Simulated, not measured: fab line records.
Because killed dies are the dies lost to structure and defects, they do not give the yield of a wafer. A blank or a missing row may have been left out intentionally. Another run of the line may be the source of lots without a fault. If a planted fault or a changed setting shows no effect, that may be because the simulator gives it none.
The tool behind it: which one? | flow n5_finfet | 9 lots with 27 wafers sampled at 6 steps, on a route of 1938 steps

WHAT THE GAUGES READ, wafer by wafer
N5_BEOL_M5_INSPECT_13: inspects for defects (brightfield). Usual: raw_defect_count at 426, with a standard deviation of 98.
lot  | measured     | on                | raw_defect_count | flag
L545 | day 9 14:28  | defect_inspect-01 | 402 427 368      |
L547 | day 10 02:10 | defect_inspect-01 | 504 469 442      |
L546 | day 10 05:31 | defect_inspect-01 | 493 422 426      |
L550 | day 10 13:09 | defect_inspect-02 | 542 475 626      |
L552 | day 11 02:55 | defect_inspect-01 | 532 499 469      |
L553 | day 11 12:55 | defect_inspect-02 | 535 495 544      |
L557 | day 12 10:18 | defect_inspect-01 | 898 845 700      | OFF
L566 | day 14 10:35 | defect_inspect-02 | 197 239 222      |
L567 | day 14 19:16 | defect_inspect-02 | 494 440 330      |

N5_BEOL_M5_INSPECT_30: inspects for defects (brightfield). Usual: raw_defect_count at 431, with a standard deviation of 98.
lot  | measured     | on                | raw_defect_count | flag
L545 | day 9 15:20  | defect_inspect-02 | 373 421 354      |
L547 | day 10 03:14 | defect_inspect-01 | 529 474 454      |
L546 | day 10 09:42 | defect_inspect-01 | 500 443 429      |
L550 | day 10 15:10 | defect_inspect-01 | 553 481 657      |
L552 | day 11 06:23 | defect_inspect-01 | 571 509 483      |
L553 | day 11 16:17 | defect_inspect-01 | 569 502 547      |
L557 | day 12 14:19 | defect_inspect-01 | 916 847 688      | OFF
L566 | day 14 12:19 | defect_inspect-02 | 192 264 215      |
L567 | day 14 21:28 | defect_inspect-02 | 517 450 349      |

WHICH TOOL RAN EACH LOT (tool, then ch and the chambers of the sampled wafers, then the start)
lot  | N5_BEOL_M4_DEP_57               | N5_BEOL_M5_HM_DEP_02         | N5_BEOL_M5_DESCUM_16               | N5_BEOL_M5_STRIP_64
L545 | pecvd-03 ch 0,2, day 9 10:21    | pvd_sputter-03, day 9 13:59  | rie_diel-03 ch 0,1, day 9 14:30    | rie_diel-03 ch 0,1, day 9 14:43
L547 | pecvd-03 ch 0,1, day 9 20:57    | pvd_sputter-03, day 10 01:41 | rie_diel-06 ch 0,1, day 10 02:13   | rie_diel-06 ch 0,1, day 10 02:25
L546 | pecvd-03 ch 0,1, day 10 02:05   | pvd_sputter-02, day 10 05:02 | rie_diel-01 ch 1,2,3, day 10 05:32 | rie_diel-01 ch 1,2,3, day 10 05:45
L550 | pecvd-02 ch 1,2, day 10 10:20   | pvd_sputter-03, day 10 12:40 | rie_diel-06 ch 0,2, day 10 13:11   | rie_diel-06 ch 0,2, day 10 13:23
L552 | pecvd-02 ch 0,1,2, day 10 22:20 | pvd_sputter-02, day 11 02:19 | rie_diel-03 ch 0,1, day 11 02:58   | rie_diel-03 ch 0,1, day 11 03:10
L553 | pecvd-01 ch 1,2, day 11 09:01   | pvd_sputter-02, day 11 12:19 | rie_diel-03 ch 0,2,3, day 11 12:58 | rie_diel-03 ch 0,2,3, day 11 13:10
L557 | pecvd-02 ch 0,1,2, day 12 07:49 | pvd_sputter-02, day 12 09:49 | rie_diel-06 ch 2,3, day 12 10:43   | rie_diel-06 ch 2,3, day 12 10:55
L566 | pecvd-03 ch 0,1,2, day 14 07:32 | pvd_sputter-03, day 14 10:07 | rie_diel-06 ch 1,2, day 14 10:44   | rie_diel-06 ch 1,2, day 14 10:56
L567 | pecvd-02 ch 1,2, day 14 15:44   | pvd_sputter-01, day 14 18:41 | rie_diel-01 ch 0,2,3, day 14 19:31 | rie_diel-01 ch 0,2,3, day 14 19:43
- N5_BEOL_M4_DEP_57: deposits SiCN from 3MS/NH3, target thk 8 nm, time 14 s.
- N5_BEOL_M5_HM_DEP_02: deposits TiN, target thk 20 nm.
- N5_BEOL_M5_DESCUM_16: chemistry O2, time 7 s.
- N5_BEOL_M5_STRIP_64: strips in CF4.

WHAT THE TOOLS THEMSELVES READ (means of the sampled wafers that have a number; where no wafer has one, the mark that the record gives instead)
N5_BEOL_M4_DEP_57. Usual: chamber_pressure_Torr 2.999 Torr, standard deviation 0.0063; showerhead_plenum_p_Torr 3.663 Torr, standard deviation 0.013; showerhead_vpp_V 857 V, standard deviation 50; throttle_valve_pct 9.2 %, standard deviation 0.42.
lot  | tool     | chamber_pressure_Torr (Torr) | showerhead_plenum_p_Torr (Torr) | showerhead_vpp_V (V) | throttle_valve_pct (%) | flag
L545 | pecvd-03 | 2.998                        | 3.664                           | 892                  | 9.1                    |
L547 | pecvd-03 | 2.997                        | 3.661                           | 887                  | 9.3                    |
L546 | pecvd-03 | 2.995                        | 3.665                           | 881                  | 9.2                    |
L550 | pecvd-02 | 2.999                        | 3.659                           | 774                  | 9.4                    |
L552 | pecvd-02 | 2.999                        | 3.654                           | 816                  | 9.5                    |
L553 | pecvd-01 | 3.001                        | 3.672                           | 911                  | 8.8                    |
L557 | pecvd-02 | 2.997                        | 3.652                           | 824                  | 9.4                    |
L566 | pecvd-03 | 3.001                        | 3.664                           | 899                  | 8.9                    |
L567 | pecvd-02 | 3.000                        | 3.660                           | 774                  | 9.5                    |

N5_BEOL_M5_HM_DEP_02. Usual: throttle_valve_pct at 30.4 %, with a standard deviation of 0.88.
lot  | tool           | throttle_valve_pct (%) | flag
L545 | pvd_sputter-03 | 30.0                   |
L547 | pvd_sputter-03 | 31.2                   |
L546 | pvd_sputter-02 | 30.9                   |
L550 | pvd_sputter-03 | 30.4                   |
L552 | pvd_sputter-02 | 31.0                   |
L553 | pvd_sputter-02 | 29.9                   |
L557 | pvd_sputter-02 | 29.9                   |
L566 | pvd_sputter-03 | 30.8                   |
L567 | pvd_sputter-01 | 30.3                   |

N5_BEOL_M5_DESCUM_16. Usual: drypump_motor_current_A 5.7 A, standard deviation 0.54; oes_product_au 0.79 a.u., standard deviation 0.069; rf_vpp_V 243.0 V, standard deviation 1.3; showerhead_plenum_p_Torr 2.10 Torr, standard deviation 0.059; throttle_valve_pct 20.45 %, standard deviation 0.27.
lot  | tool        | drypump_motor_current_A (A) | oes_product_au (a.u.) | rf_vpp_V (V) | showerhead_plenum_p_Torr (Torr) | throttle_valve_pct (%) | flag
L545 | rie_diel-03 | 5.2                         | 0.85                  | 242.4        | 2.06                            | 20.57                  |
L547 | rie_diel-06 | 5.7                         | 0.89                  | 243.5        | 2.14                            | 20.26                  |
L546 | rie_diel-01 | 6.0                         | 0.77                  | 241.3        | 2.09                            | 20.45                  |
L550 | rie_diel-06 | 6.2                         | 0.79                  | 244.0        | 2.15                            | 20.11                  |
L552 | rie_diel-03 | 5.3                         | 0.86                  | 242.7        | 2.09                            | 20.44                  |
L553 | rie_diel-03 | 5.1                         | 0.80                  | 243.2        | 2.09                            | 20.45                  |
L557 | rie_diel-06 | 6.0                         | 0.73                  | 243.6        | 2.13                            | 20.34                  |
L566 | rie_diel-06 | 5.5                         | 0.80                  | 243.1        | 2.14                            | 20.46                  |
L567 | rie_diel-01 | 6.0                         | 0.75                  | 243.4        | 2.10                            | 20.54                  |

N5_BEOL_M5_STRIP_64. Usual: drypump_motor_current_A 5.7 A, standard deviation 0.54; oes_product_au 0.78 a.u., standard deviation 0.066; rf_vpp_V 271.1 V, standard deviation 1.4; showerhead_plenum_p_Torr 1.79 Torr, standard deviation 0.05; throttle_valve_pct 13.58 %, standard deviation 0.22.
lot  | tool        | drypump_motor_current_A (A) | oes_product_au (a.u.) | rf_vpp_V (V) | showerhead_plenum_p_Torr (Torr) | throttle_valve_pct (%) | flag
L545 | rie_diel-03 | 5.2                         | 0.83                  | 271.3        | 1.77                            | 13.64                  |
L547 | rie_diel-06 | 5.7                         | 0.89                  | 270.9        | 1.83                            | 13.41                  |
L546 | rie_diel-01 | 6.0                         | 0.77                  | 271.1        | 1.78                            | 13.58                  |
L550 | rie_diel-06 | 6.2                         | 0.78                  | 271.9        | 1.85                            | 13.47                  |
L552 | rie_diel-03 | 5.3                         | 0.84                  | 270.6        | 1.80                            | 13.55                  |
L553 | rie_diel-03 | 5.1                         | 0.79                  | 270.6        | 1.78                            | 13.49                  |
L557 | rie_diel-06 | 6.0                         | 0.73                  | 271.6        | 1.84                            | 13.64                  |
L566 | rie_diel-06 | 5.4                         | 0.79                  | 271.9        | 1.83                            | 13.67                  |
L567 | rie_diel-01 | 6.0                         | 0.74                  | 271.1        | 1.80                            | 13.67                  |

THE ANSWER, worked out from the rows above alone
Rule: a lot is off if the mean of its wafers that have a number lies more than 3 standard deviations from the usual mean. A lot without any number at a reading at which 4 lots or more have one is off too. The other lots that the step has rows for count as sound. The gauges are gone through in route order, then the tools' own readings, and for those a lot's mean is taken as printed above. The first step at which some lot is off is used, and at that step the reading that is off furthest; a lot without a number counts as furthest.
Off: L557 (N5_BEOL_M5_INSPECT_13, raw_defect_count).
A tool fits if, at a process step before that reading, it ran every lot that is off, and no sound lot after the first of them. The gauges at N5_BEOL_M5_INSPECT_13 are tried like those tools. This does not decide it: 2 tools fit, namely pvd_sputter-02 at N5_BEOL_M5_HM_DEP_02 and defect_inspect-01 at N5_BEOL_M5_INSPECT_13.

WHAT WAS PUT IN BY THE SIMULATOR
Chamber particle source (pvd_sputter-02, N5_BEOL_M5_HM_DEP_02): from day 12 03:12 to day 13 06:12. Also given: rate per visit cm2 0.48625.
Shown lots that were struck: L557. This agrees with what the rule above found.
